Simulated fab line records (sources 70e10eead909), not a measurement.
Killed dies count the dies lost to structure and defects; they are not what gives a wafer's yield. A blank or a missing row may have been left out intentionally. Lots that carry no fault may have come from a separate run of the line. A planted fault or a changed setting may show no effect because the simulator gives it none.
fab line records	flow nandHarc
record lots=12	wafers=36	lastDay=34
route steps=1302 shown A_CHANNEL_FILL_D2@613 END@1302
lots untouched by any fault: they come from a run of this same line in which no faults occurred
startH: start of the lot's first displayed wafer, in hours after the record's first day	waitH: hours elapsed since this lot's preceding step	" unchanged from the row above	L1.1+2: a row that stands for several wafers	- no value, or no start given	* or withheld: withheld	< > ~ a bound
route shown NAME@n: NAME is a module with steps in the file, n the number in the route of the first one	usual: mean/standard deviation taken from wafers without a fault	same: alike in all rows	chamber/n: place in a boat	sites: each site's reading	_std_site: their standard deviation	_edge_site: outer sites' mean less inner sites'	radiusMm: how far each site lies from the wafer's centre	mask NAME#n: copy n	behind: the most recent tool/chamber to have shaped the wafer	hold: why the lot went on hold/how many hours it stayed there/how the hold came to an end	device: names the non-switching transistor (n, p or np)	end of line: at the end of the route, the tests of the same wafers	where a step has no rows: the recipe by itself	killed: at the first sort, the dies lost to defects and structure; wafer yield is something else	map: a wafer's dies, marking killed ones x, the rest . and places with no die _
set.NAME: the setting the step ran with; set.NAME@STEP: the setting that earlier step ran with	model.NAME: the simulator's own value behind a step, which no gauge read
steps of the route over a sample of lots; a table a step, a row a wafer
services: the hour from which a tool's chamber was out of use, counted from the record's first day as startH (under 0 if before that day), plus the number of hours and why
## steps
# step NHARC_A_CHANNEL_FILL_D2_ALD_03
# recipe targetThkA=60	pulseTimeS=60	aldCycles=58	tempC=630	pressureTorr=2	material=SiNx
# usual aldCycles=58/0	precursorPulseHeightRel=1.000/0.019	susceptorTempC=630.0/0.31
lot.wafer	tool	chamber	startH	waitH	aldCycles	precursorPulseHeightRel	susceptorTempC
L413.1	aldSinBatch-01	0	-	-	58	0.995	629.8
L413.4	"	0	"	"	58	0.989	630.0
L413.5	"	0	"	"	58	0.987	630.1
L415.3	aldSinBatch-02	0	-	-	58	0.972	-
L415.5	"	0	"	"	58	1.010	-
L415.6	"	0	"	"	58	0.992	-
L416.1	aldSinBatch-03	0	-	-	58	1.028	-
L416.2	"	0	"	"	58	1.034	-
L416.6	"	0	"	"	58	1.012	-
L418.3	aldSinBatch-03	0	-	-	58	0.992	-
L418.4	"	0	"	"	58	1.023	-
L418.5	"	0	"	"	58	0.969	-
L419.1	aldSinBatch-02	0	-	-	58	0.994	-
L419.2	"	0	"	"	58	0.994	-
L419.3	"	0	"	"	58	1.000	-
L420.1	aldSinBatch-01	0	-	-	58	0.990	630.1
L420.5	"	0	"	"	58	0.970	629.6
L420.6	"	0	"	"	58	1.011	630.5
L422.2	aldSinBatch-03	0	-	-	58	1.012	630.2
L422.4	"	0	"	"	58	1.029	630.7
L422.6	"	0	"	"	58	1.007	630.4
L423.1	aldSinBatch-03	0	-	-	58	0.976	629.9
L423.2	"	0	"	"	58	1.033	630.3
L423.4	"	0	"	"	58	1.009	629.6
L431.2	aldSinBatch-02	0	-	-	58	0.984	-
L431.3	"	0	"	"	58	1.005	-
L431.4	"	0	"	"	58	1.004	-
L432.1	aldSinBatch-02	0	-	-	58	1.028	630.2
L432.2	"	0	"	"	58	1.024	630.2
L432.3	"	0	"	"	58	0.989	630.1
L433.1	aldSinBatch-01	0	-	-	58	1.021	629.6
L433.2	"	0	"	"	58	0.972	629.7
L433.5	"	0	"	"	58	0.992	629.8
L434.2	aldSinBatch-01	0	-	-	58	0.982	629.7
L434.4	"	0	"	"	58	1.026	629.3
L434.6	"	0	"	"	58	0.997	629.5
# step NHARC_A_CHANNEL_FILL_D2_ALD_14
# recipe targetThkA=25	pulseTimeS=10	aldCycles=25	tempC=300	material=SiO2
# usual aldCycles=25/0	heaterPowerW=491/48	precursorPulseHeightRel=0.999/0.019	susceptorTempC=300.02/0.17
lot.wafer	tool	chamber	startH	waitH	aldCycles	heaterPowerW	precursorPulseHeightRel	susceptorTempC
L413.4	aldHk-04	1	337.63	0.0	25	500	1.007	-
L413.1	"	2	"	"	25	550	1.018	-
L413.5	"	2	"	"	25	548	1.010	-
L415.3	aldHk-04	0	347.70	0.2	25	474	1.034	300.11
L415.5	"	1	"	"	25	514	1.009	300.00
L415.6	"	2	"	"	25	556	0.992	300.04
L416.1	aldHk-04	2	355.12	0.0	25	567	1.014	300.07
L416.2	"	1	"	"	25	506	1.012	299.87
L416.6	"	2	"	"	25	545	0.984	300.10
L418.4	aldHk-01	1	362.38	0.1	25	479	1.002	300.24
L418.3	"	2	"	"	25	429	0.985	300.08
L418.5	"	1	"	"	25	493	0.990	300.16
L419.3	aldHk-04	3	396.19	0.1	25	477	0.999	299.89
L419.2	"	0	"	"	25	476	1.024	299.95
L419.1	"	1	"	"	25	506	1.006	300.12
L420.1	aldHk-01	0	401.63	0.0	25	520	0.991	300.20
L420.5	"	0	"	"	25	518	0.999	299.74
L420.6	"	1	"	"	25	481	0.951	300.05
L422.4	aldHk-02	3	419.75	0.1	25	529	0.971	300.22
L422.2	"	0	"	"	25	459	1.021	300.04
L422.6	"	2	"	"	25	439	0.977	300.07
L423.4	aldHk-01	0	444.28	0.8	25	515	1.024	299.87
L423.1	"	1	"	"	25	479	0.968	299.79
L423.2	"	2	"	"	25	437	0.997	300.09
L431.3	aldHk-04	1	500.84	0.0	25	514	0.997	300.46
L431.2	"	3	"	"	25	469	1.024	300.07
L431.4	"	0	"	"	25	458	1.016	300.03
L432.3	aldHk-04	1	523.01	2.0	25	523	1.009	300.11
L432.1	"	2	"	"	25	596	1.037	300.07
L432.2	"	3	"	"	25	471	0.958	299.65
L433.1	aldHk-02	0	540.42	0.1	25	453	0.979	299.87
L433.2	"	2	"	"	25	455	1.025	300.12
L433.5	"	0	"	"	25	457	1.018	300.21
L434.2	aldHk-02	3	554.75	0.0	25	529	1.017	300.00
L434.4	"	1	"	"	25	478	1.035	300.54
L434.6	"	0	"	"	25	448	0.993	300.09
# step NHARC_A_CHANNEL_FILL_D2_ALD_16
# recipe targetThkA=15	pulseTimeS=10	aldCycles=15	tempC=300	material=SiO2
# usual aldCycles=15/0	heaterPowerW=483/44	precursorPulseHeightRel=1.001/0.021	susceptorTempC=300.00/0.18
lot.wafer	tool	chamber	startH	waitH	aldCycles	heaterPowerW	precursorPulseHeightRel	susceptorTempC
L413.1	aldHk-02	1	342.85	0.1	15	514	1.019	300.10
L413.4	"	3	"	"	15	560	1.019	300.02
L413.5	"	1	"	"	15	510	1.035	300.14
L415.3	aldHk-01	0	352.83	0.1	15	530	0.995	300.23
L415.5	"	2	"	"	15	458	0.999	300.16
L415.6	"	3	"	"	15	424	1.001	299.84
L416.1	aldHk-02	3	360.28	0.0	15	552	0.998	300.20
L416.2	"	2	"	"	15	440	0.979	299.86
L416.6	"	0	"	"	15	460	1.003	300.11
L418.3	aldHk-04	2	367.55	0.1	15	548	1.005	299.82
L418.4	"	1	"	"	15	508	0.976	299.80
L418.5	"	3	"	"	15	465	1.052	299.79
L419.2	aldHk-01	2	401.34	0.0	15	439	1.013	-
L419.3	"	0	"	"	15	513	1.007	-
L419.1	"	1	"	"	15	483	0.994	-
L420.1	aldHk-01	1	406.94	0.2	15	489	1.029	299.98
L420.6	"	3	"	"	15	419	0.981	299.78
L420.5	"	0	"	"	15	518	0.992	300.16
L422.4	aldHk-01	0	424.93	0.1	17	525	1.010	300.12
L422.2	"	1	"	"	17	487	1.015	300.00
L422.6	"	2	"	"	15	453	1.008	299.85
L423.2	aldHk-01	1	449.45	0.0	17	481	1.007	300.02
L423.1	"	3	"	"	15	420	0.986	299.78
L423.4	"	0	"	"	17	528	1.022	300.27
L431.3	aldHk-04	0	506.03	0.0	15	469	1.005	299.99
L431.4	"	1	"	"	15	504	1.010	300.03
L431.2	"	2	"	"	15	607	1.026	299.92
L432.3	aldHk-04	1	528.19	0.0	15	519	0.980	300.48
L432.2	"	3	"	"	15	466	0.980	300.47
L432.1	"	0	"	"	15	461	1.006	299.90
L433.2	aldHk-02	0	545.61	0.1	15	456	1.004	299.81
L433.1	"	1	"	"	15	491	0.989	300.13
L433.5	"	0	"	"	15	453	0.992	300.13
L434.4	aldHk-02	1	560.02	0.1	15	486	1.003	299.86
L434.2	"	2	"	"	15	443	1.008	300.04
L434.6	"	3	"	"	15	533	0.992	300.14
# step NHARC_A_CHANNEL_FILL_D2_ETCHBACK_20
# recipe targetDepthA=270	timeS=13.5	c4f8FlowSccm=withheld	o2FlowSccm=8	arFlowSccm=withheld	rfW=600	biasW=1500	chemistry=C4F8/O2/Ar
# usual biasW=1501/4.5	oesProductAu=0.986/0.025	rfVppV=979/6.1
lot.wafer	tool	chamber	startH	waitH	biasW	oesProductAu	rfHoursCounterH	rfVppV
L413.4	rieDiel-05	2	354.88	-	1506	0.999	3.1	979
L413.1	"	0	"	"	1496	0.998	3.2	988
L413.5	"	3	"	"	1506	1.007	-	970
L415.3	rieDiel-05	1	365.24	-	1499	0.936	2.7	983
L415.5	"	2	"	"	1510	0.926	-	978
L415.6	"	3	"	"	1505	0.935	-	969
L416.2	rieDiel-05	1	372.88	-	1505	0.997	2.9	983
L416.1	"	3	"	"	1508	0.997	3.4	969
L416.6	"	1	"	"	1505	0.996	-	983
L418.3	rieDiel-05	1	379.06	-	1501	0.996	3.0	984
L418.4	"	3	"	"	1506	1.000	3.4	971
L418.5	"	0	"	"	1493	0.988	-	987
L419.3	rieDiel-02	0	414.21	-	1501	0.995	0.7	975
L419.2	"	1	"	"	1510	0.990	0.8	986
L419.1	"	2	"	"	1500	0.997	0.7	977
L420.1	rieDiel-05	3	419.13	-	1508	0.998	0.2	969
L420.6	"	1	"	"	1502	0.989	-	983
L420.5	"	3	"	"	1508	1.007	-	970
L422.2	rieDiel-02	3	436.94	-	1500	0.992	0.9	977
L422.4	"	0	"	"	1505	1.004	1.2	974
L422.6	"	1	"	"	1489	0.990	-	987
L423.1	rieDiel-05	3	462.68	-	1509	1.011	0.7	969
L423.2	"	1	"	"	1500	0.997	0.7	982
L423.4	"	2	"	"	1499	0.997	0.6	980
L431.3	rieDiel-05	3	518.16	-	1501	1.014	2.5	970
L431.4	"	0	"	"	1498	1.015	2.8	986
L431.2	"	2	"	"	1503	1.008	2.4	979
L432.2	rieDiel-05	1	540.37	-	1507	0.934	3.4	984
L432.3	"	3	"	"	1498	0.938	3.1	971
L432.1	"	0	"	"	1506	0.926	3.5	987
L433.1	rieDiel-05	2	557.66	-	1501	0.995	3.5	979
L433.2	"	3	"	"	1504	1.018	3.5	970
L433.5	"	1	"	"	1492	1.007	-	984
L434.4	rieDiel-05	3	571.42	-	1500	0.967	3.7	969
L434.2	"	0	"	"	1504	0.963	4.3	987
L434.6	"	0	"	"	1503	0.974	-	988
# step NHARC_END_SORT_01
# recipe tempC=25
# usual killedAtArray=54/23	killedAtOther=1.2/1.5	killedAtPeriphery=3.9/2.5	killedDies=59/23	killedOpen=3.2/1.7	killedShort=2.4/1.6
# same grossDies=677
lot.wafer	tool	chamber	startH	waitH	killedAtArray	killedAtOther	killedAtPeriphery	killedDies	killedOpen	killedShort
L413.1	prober-02	0	588.00	2.5	23	1	11	35	4	6
L413.4	prober-02	0	590.40	3.4	30	1	11	42	7	3
L413.5	prober-02	0	591.20	3.7	22	0	1	23	3	2
L416.1	prober-01	0	615.34	2.5	25	0	0	25	3	2
L416.2	prober-01	0	616.13	2.8	19	0	3	22	6	3
L416.6	prober-01	0	619.30	4.0	27	1	4	32	3	4
L418.3	prober-02	0	624.70	3.1	85	5	4	94	3	2
L418.4	prober-02	0	625.50	3.4	85	2	3	90	4	2
L418.5	prober-02	0	626.30	3.7	90	5	0	95	2	1
L415.3	prober-01	0	624.70	3.1	55	2	1	58	3	5
L415.5	prober-01	0	626.31	3.7	58	3	3	64	3	0
L415.6	prober-01	0	627.11	4.0	67	0	2	69	2	2
L419.1	prober-01	0	649.45	2.5	28	6	6	40	3	0
L419.2	prober-01	0	650.24	2.8	26	5	4	35	2	5
L419.3	prober-01	0	651.03	3.1	27	3	4	34	4	2
L420.1	prober-02	0	649.46	2.5	78	0	6	84	4	2
L420.5	prober-02	0	652.69	3.7	70	0	4	74	4	6
L420.6	prober-02	0	653.50	4.0	83	1	4	88	4	2
L422.2	prober-01	0	657.94	2.8	19	2	6	27	3	2
L422.4	prober-01	0	659.54	3.4	18	2	3	23	2	1
L422.6	prober-01	0	661.13	4.0	26	1	2	29	3	2
L423.1	prober-01	0	692.13	2.5	52	0	6	58	2	3
L423.2	prober-01	0	692.93	2.8	52	0	3	55	4	3
L423.4	prober-01	0	694.51	3.4	51	0	6	57	5	1
L432.1	prober-01	0	771.00	2.5	53	2	3	58	3	4
L432.2	prober-01	0	771.80	2.8	54	0	3	57	2	4
L432.3	prober-01	0	772.60	3.1	42	0	6	48	6	3
L431.2	prober-02	0	771.84	2.8	58	0	5	63	4	1
L431.3	prober-02	0	772.64	3.1	43	1	3	47	1	2
L431.4	prober-02	0	773.44	3.4	41	0	3	44	3	1
L433.1	prober-01	0	786.14	2.5	66	0	2	68	4	3
L433.2	prober-01	0	786.92	2.8	77	0	0	77	2	4
L433.5	prober-01	0	789.28	3.6	61	0	5	66	3	1
L434.2	prober-02	0	807.05	2.8	66	0	0	66	1	3
L434.4	prober-02	0	808.66	3.4	52	1	0	53	1	2
L434.6	prober-02	0	810.27	4.0	63	0	3	66	2	0
# killed by level:class
L413.1 P_GATE:chamberFilmFlake=7 A_CONTACT:chamberFilmFlake=7 A_CHANNEL_HOLE_D2:chamberFilmFlake=4 P_M0:geometricParticle:short=2 P_M2:geometricParticle:short=2 A_CHANNEL_FILL_D1:geometricParticle:short=2 A_CHANNEL_HOLE_D1:chamberFilmFlake=2 A_SGD_CUT:chamberFilmFlake=2
L413.4 A_CONTACT:chamberFilmFlake=9 A_CHANNEL_HOLE_D2:chamberFilmFlake=8 P_GATE:chamberFilmFlake=6 A_M0:geometricParticle:open=3 A_STAIRCASE:chamberFilmFlake=3 P_STI:geometricParticle:open=1 P_CONTACT:geometricParticle:open=1 P_CONTACT:geometricParticle:short=1
L413.5 A_CHANNEL_HOLE_D2:chamberFilmFlake=5 A_CONTACT:chamberFilmFlake=5 A_CHANNEL_HOLE_D1:chamberFilmFlake=4 A_CHANNEL_HOLE_D2:geometricParticle:open=2 A_SGD_CUT:chamberFilmFlake=2 A_WL_FILL:geometricParticle:short=1 A_M0:geometricParticle:short=1 A_M1:geometricParticle:open=1
L416.1 A_CHANNEL_HOLE_D1:chamberFilmFlake=6 A_CHANNEL_HOLE_D2:chamberFilmFlake=6 A_ONON_D2:geometricParticle:short=2 A_CONTACT:geometricParticle:open=2 A_CHANNEL_FILL_D1:chamberFilmFlake=2 A_WL_FILL:chamberFilmFlake=2 A_M1:chamberFilmFlake=2 A_ONON_D1:geometricParticle:open=1
L416.2 A_CHANNEL_HOLE_D2:chamberFilmFlake=5 A_ZERO_WELL:chamberFilmFlake=2 A_CHANNEL_HOLE_D1:chamberFilmFlake=2 P_GATE:geometricParticle:open=1 P_M2:geometricParticle:open=1 A_CHANNEL_HOLE_D1:geometricParticle:short=1 A_CHANNEL_HOLE_D1:geometricParticle:open=1 A_CHANNEL_FILL_D1:geometricParticle:short=1
L416.6 A_CHANNEL_HOLE_D2:chamberFilmFlake=8 A_WL_FILL:chamberFilmFlake=4 A_M1:chamberFilmFlake=4 P_CONTACT:geometricParticle:open=2 P_GATE:chamberFilmFlake=2 A_SLIT:chamberFilmFlake=2 A_CONTACT:chamberFilmFlake=2 A_CHANNEL_HOLE_D1:geometricParticle:open=1
L418.3 A_SLIT:chamberFilmFlake=28 A_CHANNEL_HOLE_D2:chamberFilmFlake=27 A_CHANNEL_HOLE_D1:chamberFilmFlake=18 THIN_TSV:chamberFilmFlake=5 A_CONTACT:chamberFilmFlake=4 P_GATE:chamberFilmFlake=3 A_CHANNEL_FILL_D2:geometricParticle:open=2 A_CHANNEL_FILL_D1:chamberFilmFlake=2
L415.3 A_CHANNEL_HOLE_D2:chamberFilmFlake=22 A_CHANNEL_HOLE_D1:chamberFilmFlake=20 A_BONDPAD:chamberFilmFlake=3 A_WL_FILL:geometricParticle:short=2 A_CHANNEL_FILL_D1:geometricParticle:open=1 A_CHANNEL_FILL_D1:geometricParticle:short=1 A_DECK1_JOINT:geometricParticle:short=1 A_CHANNEL_HOLE_D2:geometricParticle:open=1
L418.4 A_CHANNEL_HOLE_D2:chamberFilmFlake=33 A_CHANNEL_HOLE_D1:chamberFilmFlake=24 A_SLIT:chamberFilmFlake=19 A_CONTACT:chamberFilmFlake=3 P_ZERO_WELL:chamberFilmFlake=2 THIN_TSV:chamberFilmFlake=2 P_M1:geometricParticle:open=1 A_CHANNEL_HOLE_D1:geometricParticle:short=1
L418.5 A_CHANNEL_HOLE_D1:chamberFilmFlake=29 A_CHANNEL_HOLE_D2:chamberFilmFlake=29 A_SLIT:chamberFilmFlake=20 THIN_TSV:chamberFilmFlake=5 A_ZERO_WELL:chamberFilmFlake=2 A_CHANNEL_FILL_D1:chamberFilmFlake=2 A_CONTACT:chamberFilmFlake=2 A_CHANNEL_FILL_D1:geometricParticle:short=1
L415.5 A_CHANNEL_HOLE_D1:chamberFilmFlake=28 A_CHANNEL_HOLE_D2:chamberFilmFlake=17 A_BONDPAD:chamberFilmFlake=4 THIN_TSV:chamberFilmFlake=3 P_GATE:chamberFilmFlake=2 A_SLIT:chamberFilmFlake=2 A_CONTACT:chamberFilmFlake=2 A_DECK1_JOINT:geometricParticle:open=1
L415.6 A_CHANNEL_HOLE_D2:chamberFilmFlake=27 A_CHANNEL_HOLE_D1:chamberFilmFlake=27 A_CONTACT:chamberFilmFlake=3 A_BONDPAD:chamberFilmFlake=3 A_SLIT:chamberFilmFlake=2 P_M0:geometricParticle:open=1 A_ONON_D1:geometricParticle:short=1 A_CONTACT:geometricParticle:short=1
L419.1 A_CHANNEL_HOLE_D2:chamberFilmFlake=13 THIN_TSV:chamberFilmFlake=5 A_CHANNEL_HOLE_D1:chamberFilmFlake=4 A_CONTACT:chamberFilmFlake=3 P_ZERO_WELL:chamberFilmFlake=2 P_GATE:chamberFilmFlake=2 P_BONDPAD:chamberFilmFlake=2 A_CHANNEL_FILL_D1:chamberFilmFlake=2
L420.1 A_CHANNEL_HOLE_D1:chamberFilmFlake=28 A_SLIT:chamberFilmFlake=19 A_CHANNEL_HOLE_D2:chamberFilmFlake=13 P_ZERO_WELL:chamberFilmFlake=4 A_STAIRCASE:chamberFilmFlake=4 A_CONTACT:chamberFilmFlake=4 A_DECK1_JOINT:chamberFilmFlake=2 A_CHANNEL_FILL_D2:chamberFilmFlake=2
L419.2 A_CHANNEL_HOLE_D2:chamberFilmFlake=10 THIN_TSV:chamberFilmFlake=5 A_CONTACT:chamberFilmFlake=4 A_CHANNEL_HOLE_D1:chamberFilmFlake=3 A_STAIRCASE:chamberFilmFlake=3 P_GATE:chamberFilmFlake=2 P_CONTACT:geometricParticle:open=1 P_M1:geometricParticle:open=1
L419.3 A_CHANNEL_HOLE_D2:chamberFilmFlake=9 A_CHANNEL_HOLE_D1:chamberFilmFlake=5 A_CONTACT:chamberFilmFlake=5 THIN_TSV:chamberFilmFlake=3 A_SLIT:chamberFilmFlake=2 P_STI:geometricParticle:open=1 P_M0:geometricParticle:open=1 A_ONON_D1:geometricParticle:short=1
L420.5 A_CHANNEL_HOLE_D1:chamberFilmFlake=29 A_SLIT:chamberFilmFlake=20 A_CHANNEL_HOLE_D2:chamberFilmFlake=6 A_CONTACT:chamberFilmFlake=4 A_STAIRCASE:chamberFilmFlake=2 P_GATE:geometricParticle:short=1 P_M0:geometricParticle:open=1 P_M0:geometricParticle:short=1
L420.6 A_CHANNEL_HOLE_D1:chamberFilmFlake=32 A_SLIT:chamberFilmFlake=22 A_CHANNEL_HOLE_D2:chamberFilmFlake=17 P_STI:chamberFilmFlake=2 A_CHANNEL_FILL_D2:chamberFilmFlake=2 A_STAIRCASE:chamberFilmFlake=2 A_WL_FILL:chamberFilmFlake=2 A_M0:chamberFilmFlake=2
L422.2 A_STAIRCASE:chamberFilmFlake=5 A_CHANNEL_HOLE_D1:chamberFilmFlake=4 P_CONTACT:chamberFilmFlake=2 A_CONTACT:chamberFilmFlake=2 P_CONTACT:geometricParticle:open=1 A_ONON_D1:geometricParticle:short=1 A_CHANNEL_HOLE_D1:geometricParticle:short=1 A_DECK1_JOINT:geometricParticle:open=1
L422.4 A_CHANNEL_HOLE_D1:chamberFilmFlake=8 A_STAIRCASE:chamberFilmFlake=3 P_CONTACT:chamberFilmFlake=2 THIN_TSV:chamberFilmFlake=2 A_ONON_D1:geometricParticle:open=1 A_CHANNEL_HOLE_D2:geometricParticle:short=1 A_M0:geometricParticle:open=1 P_STI:chamberFilmFlake=1
L422.6 A_CHANNEL_HOLE_D1:chamberFilmFlake=9 A_STAIRCASE:chamberFilmFlake=3 A_CONTACT:chamberFilmFlake=3 A_CHANNEL_HOLE_D2:chamberFilmFlake=2 A_SLIT:chamberFilmFlake=2 P_M0:geometricParticle:open=1 A_ONON_D1:geometricParticle:short=1 A_DECK1_JOINT:geometricParticle:short=1
L423.1 A_SLIT:chamberFilmFlake=19 A_CHANNEL_HOLE_D2:chamberFilmFlake=15 A_CONTACT:chamberFilmFlake=7 A_STAIRCASE:chamberFilmFlake=3 P_GATE:chamberFilmFlake=2 P_CONTACT:chamberFilmFlake=2 A_CHANNEL_HOLE_D1:chamberFilmFlake=2 P_M0:geometricParticle:open=1
L423.2 A_SLIT:chamberFilmFlake=19 A_CHANNEL_HOLE_D2:chamberFilmFlake=8 A_CHANNEL_HOLE_D1:chamberFilmFlake=6 A_CONTACT:chamberFilmFlake=6 A_STAIRCASE:chamberFilmFlake=4 A_CHANNEL_FILL_D1:geometricParticle:short=2 P_ZERO_WELL:chamberFilmFlake=2 A_WL_FILL:chamberFilmFlake=2
L423.4 A_SLIT:chamberFilmFlake=18 A_CONTACT:chamberFilmFlake=7 A_CHANNEL_HOLE_D1:chamberFilmFlake=6 A_CHANNEL_HOLE_D2:chamberFilmFlake=6 A_STAIRCASE:chamberFilmFlake=4 A_WL_FILL:chamberFilmFlake=4 P_CONTACT:chamberFilmFlake=3 A_CHANNEL_FILL_D1:geometricParticle:open=2
L432.1 A_CHANNEL_HOLE_D2:chamberFilmFlake=27 A_CHANNEL_HOLE_D1:chamberFilmFlake=9 A_CONTACT:chamberFilmFlake=6 A_SLIT:chamberFilmFlake=5 A_WL_FILL:geometricParticle:short=2 P_M0:geometricParticle:short=1 P_M1:geometricParticle:open=1 A_DECK1_JOINT:geometricParticle:open=1
L432.2 A_CHANNEL_HOLE_D2:chamberFilmFlake=20 A_CHANNEL_HOLE_D1:chamberFilmFlake=11 A_SLIT:chamberFilmFlake=9 A_CONTACT:chamberFilmFlake=7 A_CHANNEL_FILL_D2:geometricParticle:short=2 P_GATE:geometricParticle:open=1 A_SOURCE_PLATE:geometricParticle:short=1 A_SOURCE_PLATE:geometricParticle:open=1
L431.2 A_CHANNEL_HOLE_D2:chamberFilmFlake=21 A_SLIT:chamberFilmFlake=12 A_CONTACT:chamberFilmFlake=8 A_CHANNEL_HOLE_D1:chamberFilmFlake=7 A_ONON_D1:geometricParticle:open=2 P_GATE:chamberFilmFlake=2 A_CHANNEL_FILL_D1:chamberFilmFlake=2 A_STAIRCASE:chamberFilmFlake=2
L432.3 A_CHANNEL_HOLE_D2:chamberFilmFlake=17 A_SLIT:chamberFilmFlake=9 A_CHANNEL_HOLE_D1:chamberFilmFlake=6 P_M1:chamberFilmFlake=3 A_CHANNEL_FILL_D2:chamberFilmFlake=2 P_CONTACT:geometricParticle:open=1 P_CONTACT:geometricParticle:short=1 A_ONON_D1:geometricParticle:short=1
L431.3 A_CHANNEL_HOLE_D2:chamberFilmFlake=17 A_SLIT:chamberFilmFlake=8 A_CHANNEL_HOLE_D1:chamberFilmFlake=5 A_SGD_CUT:chamberFilmFlake=5 A_CONTACT:chamberFilmFlake=3 A_CHANNEL_FILL_D2:geometricParticle:short=2 P_GATE:chamberFilmFlake=2 A_CHANNEL_FILL_D2:geometricParticle:open=1
L431.4 A_CHANNEL_HOLE_D2:chamberFilmFlake=21 A_CHANNEL_HOLE_D1:chamberFilmFlake=6 A_SGD_CUT:chamberFilmFlake=4 A_CONTACT:chamberFilmFlake=4 P_M1:chamberFilmFlake=2 A_SLIT:chamberFilmFlake=2 A_CHANNEL_HOLE_D1:geometricParticle:short=1 A_ONON_D2:geometricParticle:open=1
L433.1 A_SLIT:chamberFilmFlake=29 A_CHANNEL_HOLE_D2:chamberFilmFlake=18 A_CHANNEL_HOLE_D1:chamberFilmFlake=6 A_CONTACT:chamberFilmFlake=4 A_CHANNEL_FILL_D1:chamberFilmFlake=2 P_GATE:geometricParticle:open=1 A_ONON_D1:geometricParticle:open=1 A_ONON_D1:geometricParticle:short=1
L433.2 A_CHANNEL_HOLE_D2:chamberFilmFlake=31 A_SLIT:chamberFilmFlake=21 A_CHANNEL_HOLE_D1:chamberFilmFlake=10 A_CONTACT:chamberFilmFlake=5 A_STAIRCASE:chamberFilmFlake=2 A_SOURCE_PLATE:geometricParticle:short=1 A_ONON_D1:geometricParticle:short=1 A_DECK1_JOINT:geometricParticle:short=1
L433.5 A_SLIT:chamberFilmFlake=22 A_CHANNEL_HOLE_D2:chamberFilmFlake=20 A_CHANNEL_HOLE_D1:chamberFilmFlake=12 A_CONTACT:chamberFilmFlake=4 P_GATE:chamberFilmFlake=2 P_M0:geometricParticle:short=1 P_M1:geometricParticle:open=1 A_CHANNEL_FILL_D1:geometricParticle:open=1
L434.2 A_CHANNEL_HOLE_D2:chamberFilmFlake=31 A_SLIT:chamberFilmFlake=12 A_CONTACT:chamberFilmFlake=8 A_CHANNEL_FILL_D2:chamberFilmFlake=2 A_STAIRCASE:chamberFilmFlake=2 A_SGD_CUT:chamberFilmFlake=2 A_M1:chamberFilmFlake=2 A_DECK1_JOINT:geometricParticle:short=1
L434.4 A_CHANNEL_HOLE_D2:chamberFilmFlake=22 A_SLIT:chamberFilmFlake=9 A_CONTACT:chamberFilmFlake=8 A_SGD_CUT:chamberFilmFlake=3 A_BONDPAD:chamberFilmFlake=3 A_CHANNEL_FILL_D1:chamberFilmFlake=2 A_CHANNEL_FILL_D2:geometricParticle:short=1 A_WL_FILL:geometricParticle:short=1
L434.6 A_CHANNEL_HOLE_D2:chamberFilmFlake=28 A_SLIT:chamberFilmFlake=11 A_CONTACT:chamberFilmFlake=11 A_BONDPAD:chamberFilmFlake=5 A_WL_FILL:chamberFilmFlake=3 P_GATE:chamberFilmFlake=2 A_SGD_CUT:chamberFilmFlake=2 P_CONTACT:geometricParticle:open=1
## services
tool	chamber	startH	hours	kind
rieDiel-05	0	312.10	-	clean
rieDiel-05	1	312.10	-	clean
rieDiel-05	2	312.10	-	clean
rieDiel-05	3	312.10	-	clean
rieDiel-02	2	321.45	8.6	repair
aldHk-01	-	322.11	2.7	repair
rieDiel-05	2	323.04	7.3	repair
rieDiel-05	0	336.60	-	clean
rieDiel-05	1	336.60	-	clean
rieDiel-05	2	336.60	-	clean
rieDiel-05	3	336.60	-	clean
rieDiel-02	3	344.23	2.7	repair
rieDiel-02	-	393.74	9.0	pm
rieDiel-05	-	406.60	9.0	pm
rieDiel-02	3	413.10	6.8	repair
rieDiel-05	2	417.36	10.6	repair
rieDiel-02	-	434.96	1.5	repair
aldHk-01	-	476.25	10.0	pm
rieDiel-02	0	489.18	11.0	repair
rieDiel-05	-	496.29	0.9	repair
aldSinBatch-01	-	506.18	26.0	pm
aldHk-02	-	527.23	10.0	pm
aldHk-02	-	567.58	0.2	repair
rieDiel-02	-	570.74	9.0	pm
## key
firstSign step=NHARC_A_CHANNEL_FILL_D2_ALD_16	reading=aldCycles	direction=up	sigmas=99+	usual=15	struck=17
effect none on later readings
metAt NHARC_A_CHANNEL_FILL_D2_ALD_16
struckLots L422,L423
struckWafers L422.2,L422.4,L423.2,L423.4
testerLeftOut L422,L423
notActingAt NHARC_A_CHANNEL_FILL_D2_ALD_03,NHARC_A_CHANNEL_FILL_D2_ALD_14,NHARC_A_CHANNEL_FILL_D2_ETCHBACK_20
onsetBetween 406.94 424.93
fault kind=processParameterDrift	tool=aldHk-01	chamber=-	onsetH=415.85	steps=NHARC_A_CHANNEL_FILL_D2_ALD_16	channel=aldCycles	offset=2	shape=step	endH=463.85	scope=struckWafersOnly	actsIn=theseRecipesOnly	stated=15
# testerLeftOut: of these lots the tester's yield and bins aren't shown, on N5 and GAA mostly nor the transistor test; their killed dies are dies lost to structure and defects alone, not to doping, threshold or leakage, so they don't give the yield
